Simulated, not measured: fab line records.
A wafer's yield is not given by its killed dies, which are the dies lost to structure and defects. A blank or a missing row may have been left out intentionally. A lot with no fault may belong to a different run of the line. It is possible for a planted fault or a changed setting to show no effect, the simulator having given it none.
fab line records + flow n5Finfet
[record]
- lots = 7
- wafers = 21
route steps=1938 shown BEOL_M13@1661 BEOL_M14@1762 MIM_TOP@1835 PASSIVATION@1901
startH: hours from the record's first day to the start of the lot's first wafer shown + waitH: time in hours since the lot's previous step + " unchanged from the row above + L1.1+2: one row covering several wafers at once + - either no value or no given start + * or withheld: withheld + < > ~ a bound
route shown NAME@n: NAME is a module with steps in the file, n the number in the route of the first one + usual: mean/standard deviation taken from wafers without a fault + same: alike in all rows + chamber/n: place in a boat + sites: per-site readings + _std_site: their standard deviation + _edge_site: the outer-site mean with the inner-site mean subtracted + radiusMm: for every site, how far away it sits from the centre of the wafer + mask NAME#n: copy n + behind: the last tool/chamber to shape the wafer + hold: cause of the lot's hold/its duration in hours/its outcome + device: whichever transistor did not switch (one of n, p or np) + end of line: at the end of the route, the tests of the same wafers + where a step has no rows: the recipe by itself + killed: at the first sort, the dies lost to defects and structure; wafer yield is something else + map: dies across one wafer; x = killed, . = not, _ = none there
set.NAME: the setting that was run; set.NAME@STEP: the one run at that earlier step + model.NAME: the simulator's own value behind a step, which no gauge read
lots with deliberately changed settings; one table per step, one row per wafer
[[steps]]
[step N5_BEOL_M13_COAT_58]
[recipe]
- resist = BARC
- tempC = 205
- timeS = 60
- spinRpm = 1500
- resistThkNm = 89
| lot.wafer  | tool          | chamber | startH | waitH | set.spinRpm | model.BARC_of_BEOL_M13_COAT_58.thkNm |
|------------|---------------|---------|--------|-------|-------------|--------------------------------------|
| L078.4     | lithoTrack-03 | 0       | 280.09 | 0.0   | 1500        | 88.6                                 |
| L078.5     | "             | 0       | "      | "     | 1615        | 85.4                                 |
| L078.6     | "             | 0       | "      | "     | 1615        | 85.2                                 |
| L080.3     | lithoTrack-03 | 0       | 285.09 | 0.0   | 1500        | 89.4                                 |
| L080.4+5   | "             | 0       | "      | "     | 1500        | 89.2                                 |
| L081.1     | lithoTrack-01 | 0       | 296.51 | 0.0   | 1613        | 85.8                                 |
| L081.2     | "             | 0       | "      | "     | 1500        | 89                                   |
| L081.5     | "             | 0       | "      | "     | 1613        | 86                                   |
| L084.1     | lithoTrack-03 | 0       | 326.65 | 0.0   | 1361        | 93.6                                 |
| L084.4     | "             | 0       | "      | "     | 1361        | 93.8                                 |
| L084.5     | "             | 0       | "      | "     | 1500        | 89.2                                 |
| L093.1     | lithoTrack-01 | 0       | 385.43 | 0.0   | 1500        | 89.2                                 |
| L093.3     | "             | 0       | "      | "     | 1662        | 84.6                                 |
| L093.6     | "             | 0       | "      | "     | 1500        | 89                                   |
| L096.3     | lithoTrack-03 | 0       | 397.45 | 0.0   | 1500        | 89                                   |
| L096.4+5   | "             | 0       | "      | "     | 1399        | 92.2                                 |
| L097.1+3+6 | lithoTrack-01 | 0       | 404.19 | 0.0   | 1500        | 88.6                                 |
[step N5_BEOL_M13_COAT_04]
[recipe]
- spinRpm = 1625
- resistThkNm = 400
[step N5_BEOL_M13_EBR_06]
[recipe]
- solvent = PGMEA
- ebrWidthMm = 1.5
[step N5_BEOL_M13_DESCUM_15]
[recipe]
- chemistry = O2
- timeS = 7.9
- sourcePowerW = 50
- biasPowerW = 20
- pressureMtorr = 20
- rfFrequencyHz = 2.712e+07
- tempC = 40
- o2FlowSccm = 225
[step N5_BEOL_M13_ETCH_59]
[recipe]
- chemistry = N2/H2
- target = BARC
- targetDepthA = 890
- overetchA = 267
- timeS = 67.9
- ionEnergyEv = 200
- pressureMtorr = 30
- sourceW = 840
- biasW = 150
- n2FlowSccm = 200
- h2FlowSccm = 200
| lot.wafer | tool       | chamber | startH | waitH | set.spinRpm@BEOL_M13_COAT_58 | model.etch.depthNm |
|-----------|------------|---------|--------|-------|------------------------------|--------------------|
| L078.4    | rieDiel-05 | 0       | 280.60 | 0.0   | 1500                         | 88.68              |
| L078.5    | "          | 2       | "      | "     | 1615                         | 85.42              |
| L078.6    | "          | 3       | "      | "     | 1615                         | 85.29              |
| L080.3    | rieDiel-02 | 3       | 285.61 | 0.0   | 1500                         | 89.3               |
| L080.4    | "          | 2       | "      | "     | 1500                         | 89.12              |
| L080.5    | "          | 0       | "      | "     | 1500                         | 89.16              |
| L081.1    | rieDiel-05 | 1       | 297.42 | 0.0   | 1613                         | 85.71              |
| L081.2    | "          | 2       | "      | "     | 1500                         | 88.98              |
| L081.5    | "          | 2       | "      | "     | 1613                         | 85.93              |
| L084.1    | rieDiel-05 | 0       | 327.17 | 0.0   | 1361                         | 93.69              |
| L084.4    | "          | 2       | "      | "     | 1361                         | 93.86              |
| L084.5    | "          | 2       | "      | "     | 1500                         | 89.17              |
| L093.1    | rieDiel-05 | 1       | 385.83 | 0.0   | 1500                         | 89.1               |
| L093.3    | "          | 2       | "      | "     | 1662                         | 84.61              |
| L093.6    | "          | 1       | "      | "     | 1500                         | 88.96              |
| L096.3    | rieDiel-05 | 2       | 397.97 | 0.0   | 1500                         | 88.93              |
| L096.4    | "          | 3       | "      | "     | 1399                         | 92.23              |
| L096.5    | "          | 2       | "      | "     | 1399                         | 92.2               |
| L097.1    | rieDiel-06 | 2       | 404.72 | 0.0   | 1500                         | 88.59              |
| L097.3    | "          | 1       | "      | "     | 1500                         | 88.57              |
| L097.6    | "          | 2       | "      | "     | 1500                         | 88.68              |
[step N5_BEOL_M13_VIA_ETCH_16]
[recipe]
- chemistry = C4F8/O2/Ar
- target = SiOC
- pressureMtorr = 30
- sourceW = 3000
- biasW = 700
- Ar_flow_sccm = 400
- C4F8_flow_sccm = 15
- O2_flow_sccm = 8
- heInnerTorr = 15
- heOuterTorr = 30
- targetDepthA = 9217
- timeS = withheld
- ionEnergyEv = 250
- ends = cleared
[step N5_BEOL_M13_STRIP_63]
[recipe]
- chemistry = N2/H2
- powerW = 1000
- tempC = 250
- h2Frac = 0.65
- overashFraction = 0.3
- pressureMtorr = 1000
- n2FlowSccm = 1750
- h2FlowSccm = 3250
[step N5_BEOL_M13_STRIP_64]
[recipe]
- chemistry = N2/H2
- powerW = 1000
- tempC = 250
- h2Frac = 0.65
- overashFraction = 0.3
- pressureMtorr = withheld
- n2FlowSccm = 1750
- h2FlowSccm = 3250
[usual]
- stripTimeToEndpointS = 31.31/0.071
| lot.wafer | tool           | chamber | startH | waitH | set.spinRpm@BEOL_M13_COAT_58 | stripTimeToEndpointS |
|-----------|----------------|---------|--------|-------|------------------------------|----------------------|
| L078.4    | plasmaAsher-01 | 0       | 280.97 | 0.0   | 1500                         | 31.22                |
| L078.5    | "              | 1       | "      | "     | 1615                         | 30.28                |
| L078.6    | "              | 0       | "      | "     | 1615                         | 30.25                |
| L080.3    | plasmaAsher-01 | 0       | 285.98 | 0.0   | 1500                         | 31.40                |
| L080.4    | "              | 1       | "      | "     | 1500                         | 31.36                |
| L080.5    | "              | 1       | "      | "     | 1500                         | 31.34                |
| L081.1    | plasmaAsher-01 | 0       | 297.76 | 0.0   | 1613                         | 30.36                |
| L081.2    | "              | 1       | "      | "     | 1500                         | 31.31                |
| L081.5    | "              | 1       | "      | "     | 1613                         | 30.44                |
| L084.1    | plasmaAsher-01 | 0       | 327.52 | 0.0   | 1361                         | 32.63                |
| L084.4    | "              | 1       | "      | "     | 1361                         | 32.70                |
| L084.5    | "              | 1       | "      | "     | 1500                         | 31.37                |
| L093.1    | plasmaAsher-01 | 1       | 386.17 | 0.0   | 1500                         | 31.34                |
| L093.3    | "              | 0       | "      | "     | 1662                         | 30.06                |
| L093.6    | "              | 0       | "      | "     | 1500                         | 31.31                |
| L096.3    | plasmaAsher-02 | 0       | 398.34 | 0.0   | 1500                         | 31.28                |
| L096.4    | "              | 1       | "      | "     | 1399                         | 32.23                |
| L096.5    | "              | 0       | "      | "     | 1399                         | 32.23                |
| L097.1    | plasmaAsher-02 | 1       | 405.07 | 0.0   | 1500                         | 31.18                |
| L097.3    | "              | 1       | "      | "     | 1500                         | 31.19                |
| L097.6    | "              | 0       | "      | "     | 1500                         | 31.21                |
[step N5_BEOL_M13_SPUTTER_43]
[recipe]
- material = TaN
- targetThkA = 150
- tempC = 50
- biasV = 168.6
- powerW = 15000
- chamberPressurePa = 0.12
- timeS = 24.19
| lot.wafer | tool          | chamber | startH | waitH | set.timeS | model.TaN_of_BEOL_M13_SPUTTER_43.thkNm |
|-----------|---------------|---------|--------|-------|-----------|----------------------------------------|
| L078.4+6  | pvdSputter-02 | -       | 286.74 | 0.0   | 24.19     | 15                                     |
| L078.5    | "             | -       | "      | "     | 27.69     | 17.2                                   |
| L080.3+4  | pvdSputter-01 | -       | 288.30 | 0.0   | 24.19     | 15                                     |
| L080.5    | "             | -       | "      | "     | 24.19     | 14.8                                   |
| L081.1    | pvdSputter-01 | -       | 303.16 | 0.0   | 21.95     | 13.6                                   |
| L081.2+5  | "             | -       | "      | "     | 24.19     | 15                                     |
| L084.1    | pvdSputter-02 | -       | 332.53 | 0.0   | 24.19     | 14.8                                   |
| L084.4+5  | "             | -       | "      | "     | 22.75     | 14                                     |
| L093.1+3  | pvdSputter-03 | -       | 398.01 | 0.0   | 25.43     | 15.8                                   |
| L093.6    | "             | -       | "      | "     | 24.19     | 15                                     |
| L096.3    | pvdSputter-03 | -       | 402.25 | 0.0   | 24.19     | 15.2                                   |
| L096.4+5  | "             | -       | "      | "     | 26.37     | 16.4                                   |
| L097.1+3  | pvdSputter-01 | -       | 409.17 | 0.0   | 27.32     | 17                                     |
| L097.6    | "             | -       | "      | "     | 24.19     | 15.2                                   |
[step N5_BEOL_M14_SPUTTER_43]
[recipe]
- material = TaN
- targetThkA = 150
- tempC = 50
- biasV = 168.6
- powerW = 15000
- chamberPressurePa = 0.12
- timeS = 24.19
| lot.wafer  | tool          | chamber | startH | waitH | set.powerW | model.TaN_of_BEOL_M14_SPUTTER_43.thkNm |
|------------|---------------|---------|--------|-------|------------|----------------------------------------|
| L078.4+6   | pvdSputter-03 | -       | 290.79 | 0.0   | 13390      | 13.6                                   |
| L078.5     | "             | -       | "      | "     | 15000      | 15.4                                   |
| L080.3+4+5 | pvdSputter-01 | -       | 293.65 | 0.0   | 15000      | 14.8                                   |
| L081.1     | pvdSputter-03 | -       | 308.00 | 0.0   | 15000      | 15.2                                   |
| L081.2     | "             | -       | "      | "     | 16340      | 16.4                                   |
| L081.5     | "             | -       | "      | "     | 15000      | 15                                     |
| L084.1     | pvdSputter-01 | -       | 339.84 | 0.0   | 15000      | 15                                     |
| L084.4     | "             | -       | "      | "     | 17650      | 17.6                                   |
| L084.5     | "             | -       | "      | "     | 17650      | 17.8                                   |
| L093.1     | pvdSputter-01 | -       | 402.61 | 0.0   | 15000      | 15.4                                   |
| L093.3     | "             | -       | "      | "     | 14000      | 14.2                                   |
| L093.6     | "             | -       | "      | "     | 15000      | 15.2                                   |
| L096.3     | pvdSputter-03 | -       | 408.85 | 0.0   | 15770      | 15.8                                   |
| L096.4     | "             | -       | "      | "     | 15000      | 15                                     |
| L096.5     | "             | -       | "      | "     | 15000      | 15.2                                   |
| L097.1     | pvdSputter-03 | -       | 413.61 | 0.0   | 17190      | 17.2                                   |
| L097.3     | "             | -       | "      | "     | 15000      | 15                                     |
| L097.6     | "             | -       | "      | "     | 17190      | 17                                     |
[step N5_BEOL_M14_DEP_53]
[recipe]
- material = SiCN
- targetThkA = 500
- tempC = withheld
- precursor = 3MS/NH3
- pressureTorr = 3
- rfW = 675
- timeS = 17.8
| lot.wafer | tool     | chamber | startH | waitH | set.timeS | model.SiCN_of_BEOL_M14_DEP_53.thkNm |
|-----------|----------|---------|--------|-------|-----------|-------------------------------------|
| L078.4    | pecvd-04 | 0       | 292.35 | 0.0   | 18.91     | 54                                  |
| L078.5    | "        | 2       | "      | "     | 18.91     | 54.2                                |
| L078.6    | "        | 1       | "      | "     | 17.8      | 51.8                                |
| L080.3    | pecvd-01 | 0       | 294.77 | 0.0   | 17.8      | 50.2                                |
| L080.4    | "        | 2       | "      | "     | 17.8      | 50.6                                |
| L080.5    | "        | 1       | "      | "     | 17.8      | 51.2                                |
| L081.1    | pecvd-04 | 0       | 309.38 | 0.0   | 19.38     | 54.6                                |
| L081.2    | "        | 1       | "      | "     | 19.38     | 55.4                                |
| L081.5    | "        | 2       | "      | "     | 19.38     | 55.8                                |
| L084.1    | pecvd-01 | 0       | 340.96 | 0.0   | 17.8      | 49.8                                |
| L084.4    | "        | 0       | "      | "     | 19.51     | 56                                  |
| L084.5    | "        | 2       | "      | "     | 17.8      | 50.4                                |
| L093.1    | pecvd-03 | 0       | 403.92 | 0.0   | 17.8      | 49.8                                |
| L093.3    | "        | 1       | "      | "     | 19.56     | 54.6                                |
| L093.6    | "        | 1       | "      | "     | 19.56     | 56.6                                |
| L096.3    | pecvd-01 | 2       | 409.97 | 0.0   | 17.8      | 49.6                                |
| L096.4    | "        | 2       | "      | "     | 17.8      | 50                                  |
| L096.5    | "        | 1       | "      | "     | 17.8      | 49.8                                |
| L097.1    | pecvd-01 | 2       | 414.92 | 0.0   | 17.8      | 49.6                                |
| L097.3    | "        | 0       | "      | "     | 17.8      | 49.8                                |
| L097.6    | "        | 1       | "      | "     | 17.8      | 50.8                                |
[step N5_MIM_TOP_ALD_01]
[recipe]
- material = HfO2
- targetThkA = 56
- tempC = withheld
- aldPrecursorFamily = Hf-amide
- aldCoReactant = O3
- pulseTimeS = 1
- purgeTimeS = 3
- coReactantPurgeTimeS = 2
- coReactantPulseTimeS = 3
- aldCycles = 62
| lot.wafer  | tool     | chamber | startH | waitH | set.aldCycles | model.HfO2_of_MIM_TOP_ALD_01.thkNm |
|------------|----------|---------|--------|-------|---------------|------------------------------------|
| L078.4+6   | aldHk-02 | 0,2     | -      | -     | 62            | 5.6                                |
| L078.5     | "        | 3       | "      | "     | 57            | 5.2                                |
| L080.3+4+5 | aldHk-03 | 2,3,3   | -      | -     | 62            | 5.6                                |
| L081.1+5   | aldHk-01 | 2,0     | -      | -     | 55            | 5                                  |
| L081.2     | "        | 1       | "      | "     | 62            | 5.6                                |
| L084.1+4   | aldHk-03 | 3,0     | -      | -     | 62            | 5.6                                |
| L084.5     | "        | 2       | "      | "     | 55            | 5                                  |
| L093.1+3+6 | aldHk-02 | 0,3,3   | -      | -     | 62            | 5.6                                |
| L096.3     | aldHk-02 | 2       | -      | -     | 57            | 5.2                                |
| L096.4+5   | "        | 0,3     | "      | "     | 62            | 5.6                                |
| L097.1+3+6 | aldHk-02 | 0,2,3   | -      | -     | 62            | 5.6                                |
[step N5_PASSIVATION_EXPOSE_27]
[recipe]
- maskId = PAD
- na = 0.55
- sourceShape = conventional
- sigmaOuter = 0.8
- polarization = unpolarized
- defocusNm = 0
- doseMj = 32.3
| lot.wafer  | tool          | chamber | startH | waitH | mask  | set.doseMj |
|------------|---------------|---------|--------|-------|-------|------------|
| L078.4+5+6 | krfScanner-02 | 0       | 312.65 | -     | PAD#0 | 32.3       |
| L080.3+4+5 | krfScanner-02 | 0       | 313.41 | -     | PAD#0 | 32.3       |
| L081.1+2   | krfScanner-02 | 0       | 323.17 | -     | PAD#0 | 30.67      |
| L081.5     | "             | 0       | "      | "     | PAD#0 | 32.3       |
| L084.1+4+5 | krfScanner-02 | 0       | 352.99 | -     | PAD#0 | 32.3       |
| L093.1+3+6 | krfScanner-02 | 0       | 419.19 | -     | PAD#0 | 32.3       |
| L096.3     | krfScanner-02 | 0       | 427.47 | -     | PAD#0 | 30.35      |
| L096.4+5   | "             | 0       | "      | "     | PAD#0 | 32.3       |
| L097.1+6   | krfScanner-02 | 0       | 432.27 | -     | PAD#0 | 30.69      |
| L097.3     | "             | 0       | "      | "     | PAD#0 | 32.3       |
[step N5_PASSIVATION_PEB_28]
[recipe]
- pebTempC = withheld
- pebTimeS = *
[step N5_PASSIVATION_DEVELOP_29]
[recipe]
- developTimeS = 60
- rinseLiquid = diw
- dry = airSpin
- devTempC = 21
[step N5_PASSIVATION_HARDBAKE_31]
[recipe]
- tempC = 130
- timeS = 120
[step N5_PASSIVATION_CD_MEAS_30]
[recipe]
- targetCdNm = 4000
- landingEnergyEv = 500
- detector = seInlens
- polarity = opening
[usual]
- cdNm = 4000.2/1.5
| lot.wafer | tool     | chamber | startH | waitH | set.doseMj@PASSIVATION_EXPOSE_27 | cdNm   |
|-----------|----------|---------|--------|-------|----------------------------------|--------|
| L078.4    | cdSem-01 | 0       | 312.82 | -     | 32.3                             | 4001.0 |
| L078.5    | "        | 0       | "      | "     | 32.3                             | 3999.4 |
| L078.6    | "        | 0       | "      | "     | 32.3                             | 4001.1 |
| L080.3    | cdSem-01 | 0       | 313.58 | -     | 32.3                             | 3998.4 |
| L080.4    | "        | 0       | "      | "     | 32.3                             | 3998.2 |
| L080.5    | "        | 0       | "      | "     | 32.3                             | 3998.8 |
| L081.1    | cdSem-02 | 0       | 323.35 | -     | 30.67                            | 3992.1 |
| L081.2    | "        | 0       | "      | "     | 30.67                            | 3992.5 |
| L081.5    | "        | 0       | "      | "     | 32.3                             | 4001.7 |
| L084.1    | cdSem-02 | 0       | 353.17 | -     | 32.3                             | 3999.7 |
| L084.4    | "        | 0       | "      | "     | 32.3                             | 3998.2 |
| L084.5    | "        | 0       | "      | "     | 32.3                             | 4000.3 |
| L093.1    | cdSem-03 | 0       | 419.37 | -     | 32.3                             | 3998.9 |
| L093.3    | "        | 0       | "      | "     | 32.3                             | 3997.6 |
| L093.6    | "        | 0       | "      | "     | 32.3                             | 3997.7 |
| L096.3    | cdSem-03 | 0       | 427.63 | -     | 30.35                            | 3987.1 |
| L096.4    | "        | 0       | "      | "     | 32.3                             | 4000.1 |
| L096.5    | "        | 0       | "      | "     | 32.3                             | 4000.1 |
| L097.1    | cdSem-02 | 0       | 432.45 | -     | 30.69                            | 3990.6 |
| L097.3    | "        | 0       | "      | "     | 32.3                             | 4001.8 |
| L097.6    | "        | 0       | "      | "     | 30.69                            | 3992.2 |
[step N5_PASSIVATION_EXPOSE_41]
[recipe]
- maskId = PASS_OPEN
- na = 0.55
- defocusNm = 0
- sourceShape = conventional
- sigmaOuter = 0.8
- polarization = unpolarized
- targetCdNm = 40000
- doseMj = 57.25
| lot.wafer  | tool          | chamber | startH | waitH | mask        | set.doseMj |
|------------|---------------|---------|--------|-------|-------------|------------|
| L078.4+5+6 | krfScanner-01 | 0       | 314.89 | -     | PASS_OPEN#0 | 57.25      |
| L080.3+4+5 | krfScanner-01 | 0       | 315.68 | -     | PASS_OPEN#0 | 57.25      |
| L081.1     | krfScanner-02 | 0       | 325.03 | -     | PASS_OPEN#0 | 57.25      |
| L081.2+5   | "             | 0       | "      | "     | PASS_OPEN#0 | 54.54      |
| L084.1+5   | krfScanner-02 | 0       | 354.94 | -     | PASS_OPEN#0 | 54.15      |
| L084.4     | "             | 0       | "      | "     | PASS_OPEN#0 | 57.25      |
| L093.1     | krfScanner-02 | 0       | 421.21 | -     | PASS_OPEN#0 | 57.25      |
| L093.3+6   | "             | 0       | "      | "     | PASS_OPEN#0 | 59.84      |
| L096.3+4+5 | krfScanner-01 | 0       | 429.31 | -     | PASS_OPEN#0 | 57.25      |
| L097.1+3+6 | krfScanner-01 | 0       | 434.00 | -     | PASS_OPEN#0 | 57.25      |
[step N5_PASSIVATION_PEB_42]
[recipe]
- pebTempC = withheld
- pebTimeS = *
[step N5_PASSIVATION_DEVELOP_43]
[recipe]
- developTimeS = 60
- rinseLiquid = diw
- dry = airSpin
- devTempC = 21
[step N5_PASSIVATION_HARDBAKE_45]
[recipe]
- tempC = 130
- timeS = 120
[step N5_PASSIVATION_CD_MEAS_44]
[recipe]
- targetCdNm = 40000
- landingEnergyEv = 500
- detector = seInlens
[usual]
- cdNm = 40000/2.7
| lot.wafer | tool     | chamber | startH | waitH | set.doseMj@PASSIVATION_EXPOSE_41 | cdNm  |
|-----------|----------|---------|--------|-------|----------------------------------|-------|
| L078.4    | cdSem-03 | 0       | 315.06 | -     | 57.25                            | 39998 |
| L078.5    | "        | 0       | "      | "     | 57.25                            | 39999 |
| L078.6    | "        | 0       | "      | "     | 57.25                            | 40003 |
| L080.3    | cdSem-03 | 0       | 315.85 | -     | 57.25                            | 40001 |
| L080.4    | "        | 0       | "      | "     | 57.25                            | 39998 |
| L080.5    | "        | 0       | "      | "     | 57.25                            | 39998 |
| L081.1    | cdSem-03 | 0       | 325.21 | -     | 57.25                            | 40003 |
| L081.2    | "        | 0       | "      | "     | 54.54                            | 39986 |
| L081.5    | "        | 0       | "      | "     | 54.54                            | 39987 |
| L084.1    | cdSem-03 | 0       | 355.12 | -     | 54.15                            | 39978 |
| L084.4    | "        | 0       | "      | "     | 57.25                            | 40002 |
| L084.5    | "        | 0       | "      | "     | 54.15                            | 39980 |
| L093.1    | cdSem-02 | 0       | 421.38 | -     | 57.25                            | 40000 |
| L093.3    | "        | 0       | "      | "     | 59.84                            | 40021 |
| L093.6    | "        | 0       | "      | "     | 59.84                            | 40019 |
| L096.3    | cdSem-02 | 0       | 429.48 | -     | 57.25                            | 40001 |
| L096.4    | "        | 0       | "      | "     | 57.25                            | 40001 |
| L096.5    | "        | 0       | "      | "     | 57.25                            | 40002 |
| L097.1    | cdSem-03 | 0       | 434.18 | -     | 57.25                            | 39996 |
| L097.3    | "        | 0       | "      | "     | 57.25                            | 40000 |
| L097.6    | "        | 0       | "      | "     | 57.25                            | 40002 |
[step N5_PASSIVATION_PASS_ETCH_47]
[recipe]
- chemistry = CF4/O2
- target = SiNx
- targetDepthA = 7700
- timeS = 385
- ionEnergyEv = 100
- pressureMtorr = 40
- sourceW = 535
- biasW = 49
- Ar_flow_sccm = 100
- cf4FlowSccm = 100
- O2_flow_sccm = 10
| lot.wafer | tool       | chamber | startH | waitH | set.timeS | model.etch.depthNm |
|-----------|------------|---------|--------|-------|-----------|--------------------|
| L078.4    | rieDiel-03 | 2       | 315.18 | 0.0   | 412.7     | 830.9              |
| L078.5    | "          | 0       | "      | "     | 385       | 787.2              |
| L078.6    | "          | 1       | "      | "     | 385       | 785.9              |
| L080.3    | rieDiel-04 | 2       | 316.07 | 0.0   | 385       | 758                |
| L080.4    | "          | 3       | "      | "     | 385       | 754.4              |
| L080.5    | "          | 1       | "      | "     | 385       | 764.9              |
| L081.1    | rieDiel-04 | 0       | 325.33 | 0.0   | 335.2     | 682.6              |
| L081.2    | "          | 1       | "      | "     | 335.2     | 668.2              |
| L081.5    | "          | 2       | "      | "     | 385       | 756.5              |
| L084.1    | rieDiel-03 | 1       | 355.24 | 0.0   | 385       | 776.5              |
| L084.4    | "          | 3       | "      | "     | 385       | 763.6              |
| L084.5    | "          | 2       | "      | "     | 385       | 763.7              |
| L093.1    | rieDiel-01 | 1       | 421.51 | 0.0   | 385       | 776                |
| L093.3    | "          | 3       | "      | "     | 385       | 774.8              |
| L093.6    | "          | 2       | "      | "     | 422.3     | 823.8              |
| L096.3    | rieDiel-01 | 3       | 429.60 | 0.0   | 456.1     | 927.8              |
| L096.4    | "          | 0       | "      | "     | 385       | 765.8              |
| L096.5    | "          | 3       | "      | "     | 456.1     | 936.2              |
| L097.1    | rieDiel-01 | 1       | 434.51 | 0.0   | 385       | 780.1              |
| L097.3    | "          | 3       | "      | "     | 462.9     | 945.3              |
| L097.6    | "          | 1       | "      | "     | 462.9     | 931.8              |
[[key]]
[split]
- step = N5_BEOL_M13_COAT_58
- setting = spinRpm
- stated = 1500
- by = wafer
[response]
- step = N5_BEOL_M13_COAT_58
- reading = model.BARC_of_BEOL_M13_COAT_58.thkNm
- change = -0.442
- per = 1%
- r = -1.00
[response]
- step = N5_BEOL_M13_ETCH_59
- reading = model.etch.depthNm
- change = -0.445
- per = 1%
- r = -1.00
[response]
- step = N5_BEOL_M13_STRIP_64
- reading = stripTimeToEndpointS
- change = *
- per = 1%
- r = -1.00
[split]
- step = N5_BEOL_M13_SPUTTER_43
- setting = timeS
- stated = 24.19
- by = wafer
[response]
- step = N5_BEOL_M13_SPUTTER_43
- reading = model.TaN_of_BEOL_M13_SPUTTER_43.thkNm
- change = +0.145
- per = 1%
- r = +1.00
[split]
- step = N5_BEOL_M14_SPUTTER_43
- setting = powerW
- stated = 15000
- by = wafer
[response]
- step = N5_BEOL_M14_SPUTTER_43
- reading = model.TaN_of_BEOL_M14_SPUTTER_43.thkNm
- change = +0.152
- per = 1%
- r = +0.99
[split]
- step = N5_BEOL_M14_DEP_53
- setting = timeS
- stated = 17.8
- by = wafer
[response]
- step = N5_BEOL_M14_DEP_53
- reading = model.SiCN_of_BEOL_M14_DEP_53.thkNm
- change = +0.561
- per = 1%
- r = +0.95
[split]
- step = N5_MIM_TOP_ALD_01
- setting = aldCycles
- stated = 62
- by = wafer
[response]
- step = N5_MIM_TOP_ALD_01
- reading = model.HfO2_of_MIM_TOP_ALD_01.thkNm
- change = +0.0519
- per = 1%
- r = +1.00
[split]
- step = N5_PASSIVATION_EXPOSE_27
- setting = doseMj
- stated = 32.3
- by = wafer
[response]
- step = N5_PASSIVATION_CD_MEAS_30
- reading = cdNm
- change = +2.04
- per = 1%
- r = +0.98
[split]
- step = N5_PASSIVATION_EXPOSE_41
- setting = doseMj
- stated = 57.25
- by = wafer
[response]
- step = N5_PASSIVATION_CD_MEAS_44
- reading = cdNm
- change = +4.07
- per = 1%
- r = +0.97
[split]
- step = N5_PASSIVATION_PASS_ETCH_47
- setting = timeS
- stated = 385
- by = wafer
[response]
- step = N5_PASSIVATION_PASS_ETCH_47
- reading = model.etch.depthNm
- change = +7.63
- per = 1%
- r = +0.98
